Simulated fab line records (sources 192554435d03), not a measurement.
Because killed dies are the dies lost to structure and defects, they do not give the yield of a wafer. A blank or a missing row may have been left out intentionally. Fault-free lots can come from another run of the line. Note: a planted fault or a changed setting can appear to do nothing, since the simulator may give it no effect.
3 desks, one fault || flow n5 finfet || each desk has only its own numbers; what lay behind them comes last

== AT THE TOOL OWNER'S DESK: pvd sputter-02 ==
The tool's own readings at N5_MIM_BOT_SPUTTER_00 (material TiN, target thk 35 nm, time 89.7 s): means of the sampled wafers that have a number, for each lot that ran on this tool. Any lot whose mean is over 4 standard deviations away from the usual mean is out of limits and marked OUT; that distance is given in the brackets.
Columns: A = throttle valve pct at N5_MIM_BOT_SPUTTER_00, usual 29.9 %
{"lot": "L769", "first seen here": "day 13 05:54", "A": 28.6}
{"lot": "L779", "first seen here": "day 15 19:31", "A": 31.8}
{"lot": "L780", "first seen here": "day 16 10:53", "A": 29.9}
This desk's finding: nothing out of limits on any of the 3 lots.

== THE DEFECT DESK ==
Counts from the inspections along the route, per lot, as means over the sampled wafers that have a number. Any lot whose mean is over 4 standard deviations away from the usual mean is out of limits and marked OUT; that distance is given in the brackets.
Columns: A = raw defect count at N5_BEOL_M15_INSPECT_55, usual 70
{"lot": "L769", "first seen here": "day 13 02:03", "A": 72}
{"lot": "L774", "first seen here": "day 15 00:14", "A": 66}
{"lot": "L779", "first seen here": "day 15 17:30", "A": 82}
{"lot": "L781", "first seen here": "day 16 02:53", "A": 55}
{"lot": "L780", "first seen here": "day 16 08:47", "A": 69}
{"lot": "L785", "first seen here": "day 17 02:12", "A": 115}
This desk's finding: nothing out of limits on any of the 6 lots.

== THE METROLOGY DESK ==
Means of the sampled wafers that have a number, per lot and without regard to the tool the lot ran on: this is what the gauges read. Any lot whose mean is over 4 standard deviations away from the usual mean is out of limits and marked OUT; that distance is given in the brackets. Shown here are 7 of its 25 readings, the ones lying furthest out on some lot.
Columns: A = M15_THK at N5_BEOL_M15_THK_MEAS_50, usual 849 nm; B = M15_RS at N5_BEOL_M15_RS_MEAS_54, usual 0.0217 ohm/sq; C = COMB_M9 at N5_BEOL_M15_RC_MEAS_101, usual 1.54e-11 S/m; D = SERP_M13 at N5_BEOL_M15_RC_MEAS_101, usual 0.316 ohm/um; E = SERP_M14 at N5_BEOL_M15_RC_MEAS_101, usual 0.160 ohm/um; F = SERP_M7 at N5_BEOL_M15_RC_MEAS_101, usual 13.9 ohm/um; G = SERP_M8 at N5_BEOL_M15_RC_MEAS_101, usual 13.6 ohm/um
{"lot": "L769", "first seen here": "day 13 01:54", "A": 851, "B": 0.0217, "C": 2.12e-11, "D": 0.313, "E": 0.159, "F": 13.2, "G": 12.8}
{"lot": "L774", "first seen here": "day 15 00:04", "A": 839, "B": 0.0219, "C": 1.56e-11, "D": 0.311, "E": 0.160, "F": 14.3, "G": 13.8}
{"lot": "L779", "first seen here": "day 15 17:20", "A": 850, "B": 0.0216, "C": 1.31e-11, "D": 0.323, "E": 0.158, "F": 13.4, "G": 13.8}
{"lot": "L781", "first seen here": "day 16 02:44", "A": 848, "B": 0.0217, "C": 1.50e-11, "D": 0.313, "E": 0.154, "F": 14.3, "G": 13.2}
{"lot": "L780", "first seen here": "day 16 08:38", "A": 829, "B": 0.0222, "C": 1.86e-11, "D": 0.315, "E": 0.158, "F": 14.4, "G": 13.6}
{"lot": "L785", "first seen here": "day 17 02:03", "A": 853, "B": 0.0213, "C": 1.73e-11, "D": 0.319, "E": 0.165, "F": 13.5, "G": 13.4}
This desk's finding: nothing out of limits on any of the 6 lots.

== BROUGHT TOGETHER ==
The tool owner's desk saw nothing out of limits.
No out-of-limits result turned up at the defect desk.
The metrology desk saw nothing out of limits.

== WHAT THE SIMULATOR PUT IN ==
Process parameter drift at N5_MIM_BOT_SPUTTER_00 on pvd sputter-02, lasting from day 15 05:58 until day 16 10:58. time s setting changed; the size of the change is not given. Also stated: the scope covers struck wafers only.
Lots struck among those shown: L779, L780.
